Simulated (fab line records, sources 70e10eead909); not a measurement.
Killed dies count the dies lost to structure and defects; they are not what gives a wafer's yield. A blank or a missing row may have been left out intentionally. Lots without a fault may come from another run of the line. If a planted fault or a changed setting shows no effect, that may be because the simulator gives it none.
fab line records -- flow nandHarc
record: lots: 6, wafers: 18, lastDay: 31
route steps=1302 shown A_ZERO_WELL@406 A_SOURCE_PLATE@413
lots untouched by any fault: they come from a run of this same line in which no faults occurred
startH: the number of hours between the record's first day and the start of the first shown wafer of the lot -- waitH: time in hours since the lot's previous step -- " repeats the value in the row above -- L1.1+2: a row that stands for several wafers -- - value missing, or start not given -- * or withheld: withheld -- < > ~ a bound
route shown NAME@n: a module of which the file shows steps, and the number in the route of the first -- usual: mean and standard deviation over wafers with no fault -- same: alike in all rows -- chamber/n: place in a boat -- sites: readings site by site -- _std_site: standard deviation of those values -- _edge_site: outer sites' mean less inner sites' -- radiusMm: how far each site lies from the wafer's centre -- mask NAME#n: copy n -- behind: the last tool/chamber to shape the wafer -- hold: the reason the lot was held/the length of the hold in hours/how it ended -- device: whichever transistor did not switch (one of n, p or np) -- end of line: the route-end tests of the same wafers -- where a step has no rows: the recipe by itself -- killed: dies lost to structure and defects at the first sort, not the wafer's yield -- map: the dies of a wafer, with x for killed, . for not killed, _ for no die there
set.NAME: setting as actually run; set.NAME@STEP: the setting as run at that earlier step -- model.NAME: the simulator's own value behind a step, which no gauge read
lots at some steps of the route; a table a step, a row a wafer
services: the hour from which a tool's chamber was out of use, counted from the record's first day as startH (under 0 if before that day), plus the number of hours and why
== steps ==
step: NHARC_A_ZERO_WELL_STRIP_14
recipe: timeS: 900, tempC: 130, chemistry: SPM
step: NHARC_A_ZERO_WELL_IMPLANT_15
recipe: energyKev: 150, doseCm2: 1e+13, tiltDeg: 7
step: NHARC_A_ZERO_WELL_PRECLEAN_22
recipe: timeS: 60, tempC: 50, bathAgeMin: 0, chemistry: SC1
step: NHARC_A_ZERO_WELL_SRD_23
step: NHARC_A_ZERO_WELL_RTA_16
recipe: tempC: 1000, timeS: 10
usual: lampPowerPct: 29.1/0.84, lamp_zone_5_pct: 29.1/0.84, wafer_temp_C_max: 1005.7/1.2
lot.wafer,tool,chamber,startH,waitH,lampPowerPct,lamp_zone_5_pct,wafer_temp_C_max
L446.2,rtpAnneal-02,0,210.30,-,28.1,28.1,1006.9
L446.5,rtpAnneal-02,0,210.30,-,28.1,28.0,1007.5
L446.6,rtpAnneal-02,0,210.30,-,28.1,28.1,1005.9
L448.1,rtpAnneal-01,0,225.33,-,29.8,29.9,1005.5
L448.2,rtpAnneal-01,0,225.33,-,29.9,29.8,1004.9
L448.4,rtpAnneal-01,0,225.33,-,29.9,29.9,1006.1
L451.2,rtpAnneal-02,0,269.24,-,28.2,28.2,1004.6
L451.4,rtpAnneal-02,0,269.24,-,28.2,28.2,1007.1
L451.5,rtpAnneal-02,0,269.24,-,28.2,28.2,1006.7
L455.3,rtpAnneal-02,0,306.98,-,28.2,28.2,1005.6
L455.4,rtpAnneal-02,0,306.98,-,28.1,28.1,1006.1
L455.5,rtpAnneal-02,0,306.98,-,28.1,28.1,1005.5
L456.1,rtpAnneal-01,0,320.53,-,29.9,29.9,1007.3
L456.3,rtpAnneal-01,0,320.53,-,29.9,29.9,1004.9
L456.6,rtpAnneal-01,0,320.53,-,29.9,29.8,1006.2
L457.3,rtpAnneal-01,0,328.46,-,29.9,29.9,1006.6
L457.5,rtpAnneal-01,0,328.46,-,29.9,29.9,1004.8
L457.6,rtpAnneal-01,0,328.46,-,29.9,29.8,1006.3
step: NHARC_A_ZERO_WELL_INSPECT_17
usual: rawDefectCount: 10/5.1
lot.wafer,tool,chamber,startH,waitH,rawDefectCount
L446.2,defectInspect-01,-,210.46,0.1,6
L446.5,defectInspect-01,-,210.46,0.1,4
L446.6,defectInspect-01,-,210.46,0.1,10
L448.1,defectInspect-01,-,225.52,0.2,5
L448.2,defectInspect-01,-,225.52,0.2,12
L448.4,defectInspect-01,-,225.52,0.2,11
L451.2,defectInspect-01,-,269.41,0.1,13
L451.4,defectInspect-01,-,269.41,0.1,15
L451.5,defectInspect-01,-,269.41,0.1,13
L455.3,defectInspect-01,-,307.13,0.1,7
L455.4,defectInspect-01,-,307.13,0.1,9
L455.5,defectInspect-01,-,307.13,0.1,5
L456.1,defectInspect-02,-,320.72,0.2,6
L456.3,defectInspect-02,-,320.72,0.2,1
L456.6,defectInspect-02,-,320.72,0.2,11
L457.3,defectInspect-02,-,328.62,0.1,8
L457.5,defectInspect-02,-,328.62,0.1,15
L457.6,defectInspect-02,-,328.62,0.1,10
step: NHARC_A_SOURCE_PLATE_PRECLEAN_00
recipe: timeS: 60, chemistry: HF-LAST
step: NHARC_A_SOURCE_PLATE_SRD_01
step: NHARC_A_SOURCE_PLATE_OXIDE_02
recipe: targetThkA: 100, tempC: 900, oxTimeS: 1362, material: SiO2
step: NHARC_A_SOURCE_PLATE_THK_MEAS_09
recipe: thkMeasGauge: ellipsometry
usual: thkNm: 9.8/0.95
lot.wafer,tool,chamber,startH,waitH,thkNm
L446.2,filmMetro-02,-,217.60,0.4,11.4
L446.5,filmMetro-02,-,217.60,0.4,9.8
L446.6,filmMetro-02,-,217.60,0.4,11.0
L448.1,filmMetro-02,-,233.16,0.4,10.3
L448.2,filmMetro-02,-,233.16,0.4,9.5
L448.4,filmMetro-02,-,233.16,0.4,9.8
L451.2,filmMetro-02,-,276.71,0.4,10.6
L451.4,filmMetro-02,-,276.71,0.4,8.9
L451.5,filmMetro-02,-,276.71,0.4,8.9
L455.3,filmMetro-01,-,314.52,0.4,8.9
L455.4,filmMetro-01,-,314.52,0.4,11.4
L455.5,filmMetro-01,-,314.52,0.4,9.5
L456.1,filmMetro-02,-,328.82,0.4,8.6
L456.3,filmMetro-02,-,328.82,0.4,9.4
L456.6,filmMetro-02,-,328.82,0.4,11.2
L457.3,filmMetro-02,-,335.96,0.4,9.6
L457.5,filmMetro-02,-,335.96,0.4,9.9
L457.6,filmMetro-02,-,335.96,0.4,8.8
step: NHARC_A_SOURCE_PLATE_PVD_04
recipe: targetThkA: 500, material: WSi2
step: NHARC_A_SOURCE_PLATE_CVD_03
recipe: targetThkA: 2000, tempC: 620, pressureMtorr: 200, timeS: 4000, material: poly-Si
usual: spikeTcBottomC: 641.4/1.7, spikeTcCentreC: 620.1/1.2, spikeTcLowerC: 620.2/1, spikeTcTopC: 638.9/1.1, spikeTcUpperC: 620.1/1.2, zonePowerUpperPct: 8.2/0.97
lot.wafer,tool,chamber,startH,waitH,spikeTcBottomC,spikeTcCentreC,spikeTcLowerC,spikeTcTopC,spikeTcUpperC,zonePowerUpperPct
L446.2,lpcvdPoly-04,0,220.20,-,642.5,620.1,622.0,636.6,620.2,7.6
L446.5,lpcvdPoly-04,0,220.20,-,643.1,621.0,620.1,640.6,621.1,7.5
L446.6,lpcvdPoly-04,0,220.20,-,641.9,619.8,620.2,638.7,622.7,7.5
L448.1,lpcvdPoly-01,0,235.64,-,641.9,618.8,619.9,638.5,618.1,8.5
L448.2,lpcvdPoly-01,0,235.64,-,641.9,619.2,620.3,636.7,619.7,8.5
L448.4,lpcvdPoly-01,0,235.64,-,640.1,619.6,620.1,638.8,620.3,8.5
L451.2,lpcvdPoly-01,0,279.21,-,641.7,618.7,621.9,640.0,620.6,8.6
L451.4,lpcvdPoly-01,0,279.21,-,640.7,619.8,619.8,638.7,620.1,8.4
L451.5,lpcvdPoly-01,0,279.21,-,639.4,619.6,620.5,639.7,620.6,8.5
L455.3,lpcvdPoly-01,0,317.10,-,656.5,636.1,638.3,654.3,635.8,9.0
L455.4,lpcvdPoly-01,0,317.10,-,658.8,637.4,636.1,654.0,637.8,8.9
L455.5,lpcvdPoly-01,0,317.10,-,660.6,637.7,636.1,654.4,637.7,8.8
L456.1,lpcvdPoly-01,0,331.30,-,657.0,637.3,637.5,653.2,639.2,8.8
L456.3,lpcvdPoly-01,0,331.30,-,658.9,637.2,639.0,656.0,637.6,8.7
L456.6,lpcvdPoly-01,0,331.30,-,655.7,637.2,636.5,655.3,638.3,9.0
L457.3,lpcvdPoly-02,0,338.54,-,638.7,620.8,620.2,638.2,619.0,10.5
L457.5,lpcvdPoly-02,0,338.54,-,640.6,619.7,620.4,638.3,618.6,10.4
L457.6,lpcvdPoly-02,0,338.54,-,640.1,622.0,620.4,640.1,616.3,10.3
step: NHARC_A_SOURCE_PLATE_ANNEAL_05
recipe: tempC: 850, timeS: 1800
step: NHARC_A_SOURCE_PLATE_THK_MEAS_06
recipe: thkMeasGauge: ellipsometry
usual: thkNm: 199.2/2.2
lot.wafer,tool,chamber,startH,waitH,thkNm
L446.2,filmMetro-02,-,230.97,0.4,198.4
L446.5,filmMetro-02,-,230.97,0.4,198.5
L446.6,filmMetro-02,-,230.97,0.4,197.3
L448.1,filmMetro-02,-,245.63,0.4,198.2
L448.2,filmMetro-02,-,245.63,0.4,197.6
L448.4,filmMetro-02,-,245.63,0.4,200.2
L451.2,filmMetro-01,-,289.51,0.4,203.4
L451.4,filmMetro-01,-,289.51,0.4,203.2
L451.5,filmMetro-01,-,289.51,0.4,203.6
L455.3,filmMetro-01,-,327.50,0.4,295.1
L455.4,filmMetro-01,-,327.50,0.4,293.9
L455.5,filmMetro-01,-,327.50,0.4,294.5
L456.1,filmMetro-01,-,341.33,0.4,295.0
L456.3,filmMetro-01,-,341.33,0.4,295.5
L456.6,filmMetro-01,-,341.33,0.4,294.2
L457.3,filmMetro-01,-,348.98,0.4,198.2
L457.5,filmMetro-01,-,348.98,0.4,197.7
L457.6,filmMetro-01,-,348.98,0.4,196.7
== services ==
tool,chamber,startH,hours,kind
lpcvdPoly-02,-,206.00,26.0,pm
lpcvdPoly-04,-,227.13,3.1,repair
== key ==
firstSign: step: NHARC_A_SOURCE_PLATE_CVD_03, reading: spikeTcLowerC, direction: up, sigmas: 17, usual: 620.2, struck: 637.2
effect: step: NHARC_A_SOURCE_PLATE_CVD_03, reading: spikeTcCentreC, direction: up, sigmas: 15, usual: 620.1, struck: 637.2
effect: step: NHARC_A_SOURCE_PLATE_THK_MEAS_06, reading: thkNm, direction: up, sigmas: 43, usual: 199.2, struck: 294.7
metAt NHARC_A_SOURCE_PLATE_CVD_03
struckWafers L455.3,L455.4,L455.5,L456.1,L456.3,L456.6
testerLeftOut L455,L456
onsetBetween 279.21 317.10
fault: kind: processParameterDrift, tool: lpcvdPoly-01, chamber: -, onsetH: 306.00, steps: NHARC_A_SOURCE_PLATE_CVD_03, channel: tempC, offset: *, shape: step, endH: 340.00, actsIn: *, stated: *
testerLeftOut: of these lots the tester's yield and bins aren't shown, on N5 and GAA mostly nor the transistor test; their killed dies are dies lost to structure and defects alone, not to doping, threshold or leakage, so they don't give the yield
